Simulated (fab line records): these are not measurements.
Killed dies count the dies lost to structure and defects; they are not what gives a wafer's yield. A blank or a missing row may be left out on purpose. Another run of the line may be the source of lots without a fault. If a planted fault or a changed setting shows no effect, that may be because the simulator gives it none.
Chamber matching | flow n5 finfet | N5_BEOL_M9_CVD_78 on cvd co-02 has 3 sister chambers
The step deposits Co from CCTBA/H2, target thk 2 nm, time 138.9 s. 6 wafers are shown with their chamber, then 6 later ones without.

WAFERS, EACH WITH ITS CHAMBER
wafer  | chamber | chamber pressure Torr (Torr) | run length s (s)
L870.1 | 1       | 29.99                        | 161.9
L878.1 | 1       | 29.89                        | 162.0
L881.4 | 2       | 29.99                        | 162.2
L881.6 | 0       | 29.86                        | 161.9
L883.2 | 2       | 29.97                        | 162.1
L883.4 | 0       | 30.03                        | 162.7

WAFERS MISSING THEIR CHAMBER
wafer  | chamber pressure Torr (Torr) | run length s (s)
L883.5 | 29.99                        | 161.9
L885.2 | 30.04                        | 161.8
L885.3 | 30.04                        | 162.2
L885.5 | 29.95                        | 162.3
L884.4 | 29.99                        | 162.2
L884.6 | 30.07                        | 162.7

THE CHAMBER EACH PASSED THROUGH
wafer  | from the rows above          | in truth
L883.5 | can't be placed: 1 or 2 or 0 | 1
L885.2 | can't be placed: 2 or 1 or 0 | 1
L885.3 | can't be placed: 2 or 0 or 1 | 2
L885.5 | can't be placed: 0 or 2 or 1 | 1
L884.4 | can't be placed: 2 or 0 or 1 | 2
L884.6 | can't be placed: 0 or 2 or 1 | 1
Correctly placed: 0 of 6. From these rows, 6 cannot be placed; in 6 the true chamber is one of the candidates. Number placed wrongly: 0.
How it was worked out, from the rows above alone: a wafer's distance from a chamber is the root of the sum, over the readings, of the square of ((its reading less the chamber's mean) divided by the reading's scatter). The wafer belongs to the nearest chamber; if the next one is less than 2 further off, it can't be placed. A chamber's mean is the mean of its shown wafers. The scatter is the square root of a quotient: the sum, over the shown wafers, of each reading's squared deviation from its chamber's mean, divided by wafers minus chambers.
